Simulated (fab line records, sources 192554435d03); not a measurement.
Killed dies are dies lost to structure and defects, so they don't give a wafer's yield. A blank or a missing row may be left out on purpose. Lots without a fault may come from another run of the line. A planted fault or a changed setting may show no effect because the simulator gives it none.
fab line records | flow n5_finfet
record lots=8 wafers=21 last_day=19
route steps=1938 shown BEOL_M13@1710 BEOL_M14@1736 BEOL_M15@1830
lots that met no fault: from a run of the same line without faults
start_h: hours from the record's first day to the start of the lot's first wafer shown | wait_h: hours since the lot's step before | " the same as in the row above | L1.1+2: a row that stands for several wafers | - no value, or no start given | * or withheld: withheld | < > ~ a bound
route shown NAME@n: a module of which the file shows steps, and the number in the route of the first | usual: mean/standard deviation of fault-free wafers | same: alike in all rows | chamber/n: place in a boat | sites: the reading at each site | _std_site: their standard deviation | _edge_site: outer sites' mean less inner sites' | radius_mm: how far each site lies from the wafer's centre | mask NAME#n: copy n | behind: the tool/chamber that last shaped the wafer | hold: why the lot was held/for how many hours/how that ended | device: the transistor (n, p or np) that didn't switch | end of line: the same wafers' tests at the end of the route | a step without rows: its recipe alone | killed: dies lost to structure and defects at the first sort, not the wafer's yield | map: a wafer's dies, x killed, . not, _ none there
set.NAME: the setting as run; set.NAME@STEP: as run at that earlier step | model.NAME: the simulator's own value behind a step, which no gauge read
steps of the route over a sample of lots; a table a step, a row a wafer
services: from which hour (start_h, from the record's first day; less than 0 if before it) a tool's chamber was out of use, for how many hours, and why
## steps
# step N5_BEOL_M13_CMP_49
# recipe stop_on=SiOC t_overpolish_s=17.1 down_force_psi=1 platen_rpm=50 clearing_platen_down_force_psi=1.5 clearing_platen_rpm=50 post_cmp_clean=cu_alkaline target_thk_nm=420 clearing_platen_pad_velocity_m_s=0.99484 pad_velocity_m_s=0.99484
# usual barrier_field_endpoint_s=30.6/0.81 clearing_platen_rpm=50.000/0.027 edge_zone_pressure_frac=0.999/0.0051 motor_current_A=5.9/0.46 overpolish_run_s=17.100/0.0092 platen_rpm=50.01/0.032
# columns lot.wafer tool chamber start_h wait_h barrier_field_endpoint_s clearing_platen_rpm edge_zone_pressure_frac motor_current_A overpolish_run_s platen_rpm
L751.3 cmp-03 2 277.43 0.2 31.0 50.026 0.997 6.3 17.093 49.99
L751.6 " 2 " " 31.2 49.988 0.999 6.0 17.093 50.02
L755.2 cmp-01 3 288.08 0.3 29.2 49.959 1.002 5.9 17.114 50.00
L755.5 " 0 " " 29.8 50.011 1.002 6.2 17.086 50.05
L755.6 " 1 " " 29.7 50.029 1.006 5.5 17.106 49.97
L753.3 cmp-01 2 295.46 0.2 29.6 49.964 0.995 6.9 17.108 49.94
L753.5 " 2 " " 30.3 49.999 0.998 6.8 17.097 50.03
L756.3 cmp-04 3 320.30 0.2 29.8 50.026 1.001 6.5 17.107 50.01
L756.1 " 2 " " 30.1 49.996 1.005 5.1 17.109 50.00
L756.6 " 3 " " 29.8 49.962 1.007 5.9 17.104 50.03
L759.1 cmp-04 2 337.35 0.4 30.8 49.989 1.005 5.3 17.113 50.04
L759.5 " 3 " " 29.8 49.976 0.994 6.3 17.089 49.99
L759.6 " 0 " " 29.9 50.006 0.998 5.7 17.109 50.04
L761.4 cmp-01 3 351.38 0.1 29.6 49.978 1.001 5.4 17.100 50.02
L761.1 " 1 " " 31.4 49.996 0.988 5.8 17.107 50.01
L761.2 " 2 " " 30.9 50.040 0.996 6.9 17.088 50.00
L763.2 cmp-01 2 362.83 0.2 29.4 50.027 0.993 6.8 17.120 50.00
L763.3 " 3 " " 29.4 49.987 0.996 5.5 17.088 49.98
L772.3 cmp-03 3 436.95 0.2 31.7 50.028 1.001 5.4 17.097 50.03
L772.1 " 0 " " 30.9 50.013 1.005 5.7 17.115 50.06
L772.5 " 3 " " 30.7 50.007 1.000 5.4 17.121 50.00
# step N5_BEOL_M13_DEP_53
# recipe material=SiCN target_thk_a=500 temp_c=withheld precursor=3MS/NH3 pressure_torr=3 rf_w=675 time_s=17.8
# usual showerhead_plenum_p_Torr=4.161/0.025 throttle_valve_pct=17.9/0.54
# columns lot.wafer tool chamber start_h wait_h showerhead_plenum_p_Torr throttle_valve_pct
L751.3 pecvd-02 1 277.74 0.0 4.163 17.6
L751.6 " 1 " " 4.159 17.6
L755.2 pecvd-02 0 288.33 0.0 4.161 18.0
L755.5 " 2 " " 4.170 17.4
L755.6 " 1 " " 4.154 17.5
L753.3 pecvd-03 2 295.82 0.0 4.103 17.8
L753.5 " 0 " " 4.143 17.7
L756.1 pecvd-04 0 320.65 0.0 4.204 18.8
L756.3 " 1 " " 4.164 18.6
L756.6 " 0 " " 4.198 18.9
L759.1 pecvd-04 0 337.59 0.0 4.199 19.1
L759.5 " 2 " " 4.189 17.3
L759.6 " 1 " " 4.152 18.5
L761.1 pecvd-04 2 351.73 0.0 4.183 17.7
L761.2 " 0 " " 4.194 19.1
L761.4 " 1 " " 4.151 18.6
L763.2 pecvd-04 0 363.15 0.0 4.197 19.3
L763.3 " 2 " " 4.175 17.9
L772.1 pecvd-02 2 437.27 0.0 4.180 17.8
L772.3 " 0 " " 4.164 18.1
L772.5 " 2 " " 4.177 17.6
# step N5_BEOL_M14_CD_MEAS_17
# recipe target_cd_nm=250 polarity=opening
# usual cd_nm=251.5/2.1
# columns lot.wafer tool chamber start_h wait_h cd_nm
L751.3 cd_sem-02 - 278.94 0.0 249.9
L751.6 " - " " 250.2
L755.2 cd_sem-01 - 289.68 0.0 252.4
L755.5 " - " " 249.2
L755.6 " - " " 253.5
L753.3 cd_sem-01 - 296.97 0.0 252.8
L753.5 " - " " 254.9
L756.1 cd_sem-01 - 321.96 0.0 252.0
L756.3 " - " " 254.3
L756.6 " - " " 251.9
L759.1 cd_sem-01 - 338.74 0.0 247.8
L759.5 " - " " 247.5
L759.6 " - " " 248.3
L761.1 cd_sem-01 - 352.98 0.0 253.1
L761.2 " - " " 252.2
L761.4 " - " " 250.1
L763.2 cd_sem-03 - 364.34 0.0 249.3
L763.3 " - " " 251.2
L772.1 cd_sem-01 - 439.14 0.0 250.2
L772.3 " - " " 254.8
L772.5 " - " " 251.4
# step N5_BEOL_M14_EXPOSE_25
# recipe mask_id=M14 na=0.8 source_shape=annular sigma_inner=0.5 sigma_outer=0.8 polarization=unpolarized target_cd_nm=280 dose_mj=26.6
# usual stage_vel_mm_s=499.96/0.26
# same sigma_outer=0.8
# columns lot.wafer tool chamber start_h wait_h mask stage_vel_mm_s
L751.3 krf_scanner-01 0 279.23 - M14#0 499.93
L751.6 " 0 " " M14#0 500.15
L755.2 krf_scanner-01 0 289.84 - M14#0 499.68
L755.5 " 0 " " M14#0 499.83
L755.6 " 0 " " M14#0 500.45
L753.3 krf_scanner-01 0 297.13 - M14#0 499.87
L753.5 " 0 " " M14#0 499.66
L756.1 krf_scanner-01 0 322.11 - M14#0 500.28
L756.3 " 0 " " M14#0 499.80
L756.6 " 0 " " M14#0 500.06
L759.1 krf_scanner-01 0 339.02 - M14#0 499.62
L759.5 " 0 " " M14#0 500.08
L759.6 " 0 " " M14#0 499.91
L761.1 krf_scanner-01 0 353.13 - M14#0 499.57
L761.2 " 0 " " M14#0 499.64
L761.4 " 0 " " M14#0 499.72
L763.2 krf_scanner-01 0 364.50 - M14#0 500.42
L763.3 " 0 " " M14#0 499.84
L772.1 krf_scanner-02 0 439.30 - M14#0 499.84
L772.3 " 0 " " M14#0 499.78
L772.5 " 0 " " M14#0 499.85
# step N5_BEOL_M14_CD_MEAS_28
# recipe target_cd_nm=284.4 landing_energy_ev=500 detector=se_inlens
# usual cd_nm=284.3/1.5
# columns lot.wafer tool chamber start_h wait_h cd_nm
L751.3 cd_sem-02 0 279.39 - 281.6
L751.6 " 0 " " 282.3
L755.2 cd_sem-01 0 290.01 - 285.5
L755.5 " 0 " " 283.5
L755.6 " 0 " " 284.6
L753.3 cd_sem-01 0 297.29 - 285.9
L753.5 " 0 " " 283.1
L756.1 cd_sem-02 0 322.28 - 282.4
L756.3 " 0 " " 285.8
L756.6 " 0 " " 283.4
L759.1 cd_sem-02 0 339.19 - 285.9
L759.5 " 0 " " 286.4
L759.6 " 0 " " 283.3
L761.1 cd_sem-01 0 353.31 - 285.3
L761.2 " 0 " " 282.2
L761.4 " 0 " " 282.3
L763.2 cd_sem-01 0 364.67 - 302.1
L763.3 " 0 " " 283.6
L772.1 cd_sem-02 0 439.47 - 282.6
L772.3 " 0 " " 283.6
L772.5 " 0 " " 283.5
# step N5_BEOL_M15_RC_MEAS_101
# usual COMB_M10=1.5e-11/3.3e-12 COMB_M10_max_site=2.1e-11/5.2e-12 COMB_M11=1.54e-11/2.5e-12 COMB_M12=6.7e-12/1.2e-12 COMB_M13=5.5e-12/1e-12 COMB_M14=4.3e-12/9.1e-13 COMB_M15=3.2e-12/5.7e-13 COMB_M5=3.6e-11/7.6e-12 COMB_M6=2.6e-11/5.1e-12 COMB_M7=2.5e-11/4.4e-12 COMB_M8=2.5e-11/5.3e-12 COMB_M9=1.55e-11/2.8e-12 SERP_M10=3.05/0.084 SERP_M11=3.10/0.089 SERP_M12=0.634/0.018 SERP_M13=0.311/0.0068 SERP_M14=0.160/0.0047 SERP_M14_max_site=0.161/0.0048 SERP_M5=39.0/1.5 SERP_M5_max_site=40.5/1.7 SERP_M6=13.5/0.58 SERP_M7=13.9/0.62 SERP_M8=13.5/0.5 SERP_M9=3.04/0.091
# columns lot.wafer tool chamber start_h wait_h COMB_M10[S/m] COMB_M10_max_site[S/m] COMB_M11[S/m] COMB_M12[S/m] COMB_M13[S/m] COMB_M14[S/m] COMB_M15[S/m] COMB_M5[S/m] COMB_M6[S/m] COMB_M7[S/m] COMB_M8[S/m] COMB_M9[S/m] SERP_M10[ohm/um] SERP_M11[ohm/um] SERP_M12[ohm/um] SERP_M13[ohm/um] SERP_M14[ohm/um] SERP_M14_max_site[ohm/um] SERP_M5[ohm/um] SERP_M5_max_site[ohm/um] SERP_M6[ohm/um] SERP_M7[ohm/um] SERP_M8[ohm/um] SERP_M9[ohm/um]
L751.3 prober-02 0 290.43 0.3 1.4e-11 2.1e-11 1.49e-11 6.5e-12 3.8e-12 4.5e-12 2.1e-12 3.4e-11 2.7e-11 2.5e-11 2.3e-11 1.6e-11 3.25 3.14 0.639 0.315 0.167 0.169 40.1 41.9 13.0 13.9 13.1 3.01
L751.6 " 0 " " 1.4e-11 1.6e-11 2.02e-11 6.2e-12 4.9e-12 3.5e-12 2.3e-12 3e-11 3.3e-11 2.5e-11 1.8e-11 1.73e-11 3.22 3.02 0.629 0.312 0.156 0.159 39.6 41.0 13.4 14.8 13.9 3.04
L755.2 prober-02 0 303.01 0.2 1.7e-11 2.4e-11 1.55e-11 6e-12 4.2e-12 3e-12 2.3e-12 3.7e-11 2.1e-11 2.5e-11 2.1e-11 1.44e-11 3.06 3.16 0.614 0.312 0.165 0.167 39.1 41.5 12.5 13.1 13.0 3.13
L755.5 " 0 " " 1.9e-11 2.5e-11 1.28e-11 6.9e-12 3.8e-12 4e-12 2.5e-12 3.8e-11 2.5e-11 2.2e-11 2.6e-11 1.12e-11 3.21 3.12 0.599 0.299 0.156 0.157 38.3 40.1 12.6 13.4 13.1 3.04
L755.6 " 0 " " 1.5e-11 1.9e-11 1.44e-11 1.09e-11 4.9e-12 4.9e-12 3.4e-12 2.8e-11 2.7e-11 3.1e-11 2.3e-11 1.72e-11 3.09 3.18 0.589 0.306 0.159 0.162 42.3 43.5 12.2 14.2 13.4 3.10
L753.3 prober-01 0 306.05 0.3 1.3e-11 2.1e-11 1.21e-11 7.8e-12 6.2e-12 3.6e-12 2.7e-12 6.4e-11 2.5e-11 3.5e-11 2.4e-11 1.31e-11 3.09 3.17 0.643 0.305 0.155 0.156 39.0 40.6 13.6 15.3 14.0 3.02
L753.5 " 0 " " 1.2e-11 1.9e-11 1.59e-11 5.7e-12 5.8e-12 6.5e-12 2.9e-12 4.1e-11 2.9e-11 2.6e-11 2.2e-11 1.09e-11 3.10 3.18 0.643 0.316 0.170 0.172 39.5 40.6 14.2 14.8 12.7 3.01
L756.1 prober-01 0 330.92 0.0 2.1e-11 2.8e-11 1.52e-11 8.6e-12 4.8e-12 4e-12 4e-12 3.1e-11 2.1e-11 2.7e-11 3.3e-11 1.79e-11 3.12 3.09 0.627 0.322 0.157 0.158 40.4 41.9 13.7 14.2 12.6 3.26
L756.3 " 0 " " 1.8e-11 2.4e-11 1.89e-11 6.7e-12 6.2e-12 3.6e-12 3.3e-12 3.9e-11 1.4e-11 2.9e-11 3.5e-11 1.59e-11 2.99 3.05 0.650 0.303 0.156 0.157 38.0 40.2 14.0 14.3 13.1 3.09
L756.6 " 0 " " 2e-11 3.5e-11 1.67e-11 7.2e-12 5.4e-12 3.2e-12 4e-12 4.9e-11 2.3e-11 2.8e-11 3.2e-11 1.93e-11 3.04 3.05 0.622 0.308 0.158 0.160 39.4 40.7 14.1 13.3 13.5 3.27
L759.1 prober-02 0 350.35 0.0 1.6e-11 1.8e-11 1.71e-11 7.9e-12 6e-12 6e-12 3.1e-12 4.5e-11 2.8e-11 2.3e-11 3e-11 2.37e-11 3.08 3.11 0.629 0.315 0.156 0.158 42.1 45.4 13.2 14.1 13.7 2.97
L759.5 " 0 " " 1.9e-11 2.1e-11 1.88e-11 6e-12 5.8e-12 5.7e-12 3e-12 3.7e-11 1.9e-11 2.6e-11 2e-11 1.56e-11 3.01 3.27 0.649 0.311 0.155 0.157 39.3 41.2 13.7 13.3 13.0 3.01
L759.6 " 0 " " 1.6e-11 2.3e-11 1.24e-11 5.9e-12 7.7e-12 3.8e-12 3.7e-12 3.3e-11 2.3e-11 3.2e-11 2e-11 1.86e-11 3.09 3.13 0.614 0.302 0.158 0.159 41.5 43.7 13.4 13.8 13.5 3.02
L761.1 prober-01 0 363.80 0.0 2.2e-11 2.7e-11 1.67e-11 5.6e-12 6.7e-12 3.9e-12 3.3e-12 4.5e-11 1.8e-11 2.4e-11 2.4e-11 1.48e-11 2.91 3.10 0.638 0.304 0.165 0.167 39.8 40.3 13.5 13.4 12.8 3.06
L761.2 " 0 " " 1.4e-11 2.3e-11 1.76e-11 5.4e-12 5.3e-12 4.2e-12 3e-12 3.2e-11 2.6e-11 2.3e-11 2.5e-11 1.53e-11 3.02 3.13 0.630 0.315 0.158 0.159 36.4 37.6 13.2 13.4 13.6 3.02
L761.4 " 0 " " 1.4e-11 2e-11 1.39e-11 5.7e-12 7.2e-12 4.4e-12 4.6e-12 4.3e-11 2.2e-11 3.8e-11 2.4e-11 1.51e-11 3.03 3.20 0.628 0.317 0.168 0.170 41.5 43.0 13.8 13.1 13.7 3.04
L763.2 prober-02 0 372.36 0.2 1.3e-11 1.9e-11 1.36e-11 5.5e-12 6.8e-12 3.4e-12 3.5e-12 5.5e-11 2.5e-11 2.8e-11 2.2e-11 1.8e-11 3.10 3.07 0.631 0.307 0.144 0.146 37.5 38.7 14.0 13.0 13.8 2.99
L763.3 " 0 " " 1.6e-11 2.6e-11 1.27e-11 5.3e-12 4.2e-12 3.1e-12 2.9e-12 3.1e-11 3.7e-11 2.2e-11 1.9e-11 2.11e-11 3.06 3.10 0.609 0.312 0.158 0.160 39.1 39.7 13.7 13.4 14.9 2.97
L772.1 prober-01 0 450.80 0.0 1.8e-11 2.6e-11 1.71e-11 7.9e-12 5.9e-12 3.7e-12 3e-12 4.2e-11 2.5e-11 2.6e-11 2.2e-11 1.44e-11 2.92 3.12 0.641 0.307 0.160 0.162 37.4 39.2 13.1 14.9 13.0 3.12
L772.3 " 0 " " 1.5e-11 2e-11 1.48e-11 6.3e-12 6.8e-12 4.5e-12 4.7e-12 3.2e-11 2.5e-11 2.8e-11 3.2e-11 1.43e-11 3.00 3.00 0.655 0.309 0.162 0.164 39.4 40.4 12.6 15.1 13.3 3.08
L772.5 " 0 " " 2e-11 2.5e-11 1.69e-11 6.5e-12 6.3e-12 6.2e-12 4.4e-12 2.6e-11 2.9e-11 2.6e-11 2.4e-11 2.11e-11 2.94 3.09 0.616 0.307 0.169 0.170 39.2 40.5 13.1 14.4 13.4 3.16
# sites SERP_M14 radius_mm=0,75,75,75,75,140,140,140,140
L751.3 0.165 0.168 0.168 0.168 0.167 0.166 0.169 0.166 0.166
L755.2 0.165 0.165 0.164 0.165 0.166 0.166 0.167 0.165 0.166
L753.3 0.155 0.156 0.154 0.155 0.153 0.153 0.155 0.154 0.155
L756.1 0.154 0.157 0.158 0.157 0.155 0.158 0.156 0.157 0.157
L759.1 0.156 0.157 0.158 0.158 0.155 0.155 0.156 0.156 0.155
L761.1 0.162 0.164 0.166 0.165 0.164 0.163 0.167 0.167 0.166
L763.2 0.145 0.146 0.146 0.145 0.143 0.143 0.144 0.143 0.144
L772.1 0.159 0.160 0.159 0.159 0.160 0.162 0.162 0.160 0.162
## services
# columns tool chamber start_h hours kind
cmp-03 - 265.54 4.3 pm
cmp-04 - 268.18 0.3 repair
krf_scanner-01 - 287.07 0.5 repair
pecvd-02 - 299.94 5.5 pm
krf_scanner-01 - 303.62 1.0 pm
krf_scanner-02 - 305.26 1.0 pm
krf_scanner-01 - 319.94 1.3 pm
pecvd-04 1 321.81 5.6 repair
pecvd-02 - 323.14 0.7 repair
cmp-04 - 330.66 0.8 repair
cmp-01 - 334.09 4.0 pm
krf_scanner-01 - 344.89 0.8 pm
krf_scanner-02 - 356.28 1.3 pm
krf_scanner-01 - 358.55 1.4 repair
cmp-04 - 358.70 1.1 repair
cmp-03 - 395.81 1.4 repair
pecvd-04 - 398.81 2.8 pm
cmp-01 - 412.50 1.8 repair
cmp-03 - 417.16 4.7 pm
cmp-04 - 418.41 1.2 repair
cmp-01 - 423.86 6.1 pm
cmp-03 - 432.33 4.0 pm
cmp-04 - 436.41 1.7 repair
krf_scanner-01 - 438.74 11.9 repair
## key
first_sign step=N5_BEOL_M14_CD_MEAS_28 reading=cd_nm direction=up sigmas=12 usual=284.3 struck=302.1
effect step=N5_BEOL_M15_RC_MEAS_101 reading=SERP_M14 direction=down sigmas=3.4 usual=0.160 struck=0.144
met_at N5_BEOL_M14_EXPOSE_25
struck_lots L763
struck_wafers L763.2
not_acting_at N5_BEOL_M13_CMP_49,N5_BEOL_M13_DEP_53,N5_BEOL_M14_CD_MEAS_17
onset_between 353.13 364.50
fault kind=process_parameter_drift tool=krf_scanner-01 chamber=- onset_h=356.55 steps=N5_BEOL_M14_EXPOSE_25 channel=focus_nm offset=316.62 shape=step end_h=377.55 scope=struck_wafers_only
